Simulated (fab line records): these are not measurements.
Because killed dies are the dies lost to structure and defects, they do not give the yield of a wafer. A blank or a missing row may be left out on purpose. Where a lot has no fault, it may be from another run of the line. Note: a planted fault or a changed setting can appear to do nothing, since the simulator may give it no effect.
One fault seen from 3 desks + flow n5 finfet + each desk holds nothing but its own numbers, with what lay behind them at the end

## THE DEFECT DESK
Inspection counts along the route, by lot: the mean over sampled wafers that carry a number. A lot is out of limits, marked OUT, if its mean lies more than 4 standard deviations from the usual mean; the brackets give that distance.
Columns: A = raw defect count at N5_BEOL_M14_INSPECT_30, usual 1.9
| lot  | first seen here | A   |
|------|-----------------|-----|
| L796 | day 11 13:46    | 2.3 |
| L799 | day 12 19:54    | 2.7 |
| L801 | day 13 18:29    | 1.3 |
| L803 | day 13 21:28    | 2.7 |
| L802 | day 13 21:46    | 1.3 |
| L805 | day 14 14:24    | 1.3 |
| L807 | day 15 06:28    | 2.0 |
| L813 | day 16 07:47    | 1.3 |
| L814 | day 16 19:11    | 0.3 |
| L816 | day 16 20:35    | 2.3 |
| L815 | day 17 00:45    | 1.3 |
Result from this desk: across the 11 lots, nothing is out of limits.

## FROM THE METROLOGY DESK
Lot by lot, what the gauges showed, no matter which tool ran the lot: averages of those sampled wafers that carry a number. A lot is out of limits, marked OUT, if its mean lies more than 4 standard deviations from the usual mean; the brackets give that distance.
Columns: A = cd nm at N5_BEOL_M14_CD_MEAS_10, usual 250.5 nm
| lot  | first seen here | A     |
|------|-----------------|-------|
| L796 | day 11 12:48    | 251.1 |
| L799 | day 12 18:25    | 249.8 |
| L801 | day 13 17:35    | 250.2 |
| L803 | day 13 20:34    | 249.4 |
| L802 | day 13 20:52    | 252.4 |
| L805 | day 14 13:28    | 252.0 |
| L807 | day 15 05:07    | 250.6 |
| L813 | day 16 06:52    | 250.3 |
| L814 | day 16 18:17    | 250.4 |
| L816 | day 16 19:16    | 249.0 |
| L815 | day 16 23:51    | 251.6 |
Result from this desk: across the 11 lots, nothing is out of limits.

## TOOL OWNER'S DESK, litho track-04
The tool's own readings at N5_BEOL_M14_COAT_22 (resist thk 300 nm): means of the sampled wafers that have a number, for each lot that ran on this tool. A lot is out of limits, marked OUT, if its mean lies more than 4 standard deviations from the usual mean; the brackets give that distance.
Columns: A = spin speed rpm at N5_BEOL_M14_COAT_22, usual 2887.8 rpm
| lot  | first seen here | A                        |
|------|-----------------|--------------------------|
| L801 | day 13 18:08    | 2886.8                   |
| L803 | day 13 21:07    | 2885.1                   |
| L802 | day 13 21:26    | 3127.1 (+99 or more) OUT |
| L807 | day 15 06:08    | 3127.2 (+99 or more) OUT |
This desk's finding: out of limits on L802, L807; first on L802, day 13 21:26 (spin speed rpm at N5_BEOL_M14_COAT_22). L801, L803: within limits.

## TAKEN TOGETHER
The tool owner's desk had the chance to raise an alarm at day 13 21:26 on L802, L807.
The defect desk saw nothing out of limits.
The metrology desk saw nothing out of limits.
The defect desk has L802, L807 on record, within its limits.
The metrology desk has L802, L807 on record, within its limits.
All the named lots went through N5_BEOL_M14_COAT_22 on litho track-04.

## WHAT HAD BEEN PUT IN BY THE SIMULATOR
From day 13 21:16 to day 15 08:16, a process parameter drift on litho track-04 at N5_BEOL_M14_COAT_22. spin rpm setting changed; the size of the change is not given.
Lots struck among those shown: L802, L807.
How many hours passed from the start of the fault until each desk's first out-of-limits reading: the tool owner's desk, 0.
